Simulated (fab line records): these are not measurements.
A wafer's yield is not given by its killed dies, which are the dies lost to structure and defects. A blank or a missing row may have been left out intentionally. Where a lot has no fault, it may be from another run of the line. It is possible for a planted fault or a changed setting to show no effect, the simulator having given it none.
Chamber matching | flow n5_finfet | 4 sister chambers for N5_BEOL_M8_STRIP_36 on rie_diel-06
The step strips in N2/H2. 18 wafers are shown with their chamber, then 9 later ones without.

== WAFERS WITH THEIR CHAMBER ==
wafer  | chamber | throttle_valve_pct (%) | showerhead_plenum_p_Torr (Torr) | drypump_motor_current_A (A)
L074.2 | 1       | 23.31                  | 2.70                            | 6.1
L074.3 | 3       | 24.26                  | 2.53                            | 5.7
L074.6 | 3       | 24.26                  | 2.53                            | 5.7
L076.1 | 1       | 23.32                  | 2.70                            | 6.1
L076.4 | 1       | 23.32                  | 2.70                            | 6.0
L076.6 | 0       | 23.86                  | 2.66                            | 5.1
L077.2 | 0       | 23.89                  | 2.65                            | 5.2
L077.5 | 2       | 23.72                  | 2.61                            | 5.6
L077.6 | 3       | 24.25                  | 2.53                            | 5.7
L084.3 | 1       | 23.34                  | 2.69                            | 6.0
L084.4 | 2       | 23.79                  | 2.60                            | 5.6
L084.5 | 0       | 23.88                  | 2.65                            | 5.2
L085.1 | 3       | 24.29                  | 2.52                            | 5.7
L085.4 | 0       | 23.88                  | 2.65                            | 5.1
L085.5 | 3       | 24.33                  | 2.52                            | 5.6
L086.1 | 1       | 23.37                  | 2.69                            | 6.1
L086.2 | 2       | 23.78                  | 2.60                            | 5.6
L086.5 | 0       | 23.89                  | 2.64                            | 5.1

SIGNATURES, as means of the wafers listed above
reading                  | chamber 0 | chamber 1 | chamber 2 | chamber 3 | scatter within a chamber
throttle_valve_pct       | 23.8800   | 23.3320   | 23.7633   | 24.2780   | 0.0268
showerhead_plenum_p_Torr | 2.6500    | 2.6960    | 2.6033    | 2.5260    | 0.00602
drypump_motor_current_A  | 5.140     | 6.060     | 5.600     | 5.680     | 0.0478
Rule: a wafer's distance from a chamber is the root of the sum, over the readings, of the square of ((its reading less the chamber's mean) divided by the reading's scatter). If the next closest chamber is less than 2 further off than the closest, the wafer can't be placed; otherwise it belongs to the closest. The scatter is the square root of a quotient: the sum, over the shown wafers, of each reading's squared deviation from its chamber's mean, divided by wafers minus chambers.

== WAFERS MISSING THEIR CHAMBER ==
wafer  | throttle_valve_pct (%) | showerhead_plenum_p_Torr (Torr) | drypump_motor_current_A (A)
L087.3 | 23.87                  | 2.64                            | 5.2
L087.4 | 23.37                  | 2.69                            | 6.1
L087.6 | 23.35                  | 2.69                            | 6.0
L091.1 | 23.82                  | 2.59                            | 5.5
L091.3 | 24.32                  | 2.51                            | 5.7
L091.4 | 23.90                  | 2.64                            | 5.1
L096.2 | 23.37                  | 2.68                            | 6.0
L096.3 | 23.81                  | 2.59                            | 5.6
L096.4 | 24.30                  | 2.51                            | 5.7

== WHICH CHAMBER EACH WENT THROUGH ==
wafer  | from the rows above | in truth
L087.3 | 0                   | 0
L087.4 | 1                   | 1
L087.6 | 1                   | 1
L091.1 | 2                   | 2
L091.3 | 3                   | 3
L091.4 | 0                   | 0
L096.2 | 1                   | 1
L096.3 | 2                   | 2
L096.4 | 3                   | 3
Correct placement for 9 of the 9. From these rows, 0 cannot be placed. Placed wrongly: 0.
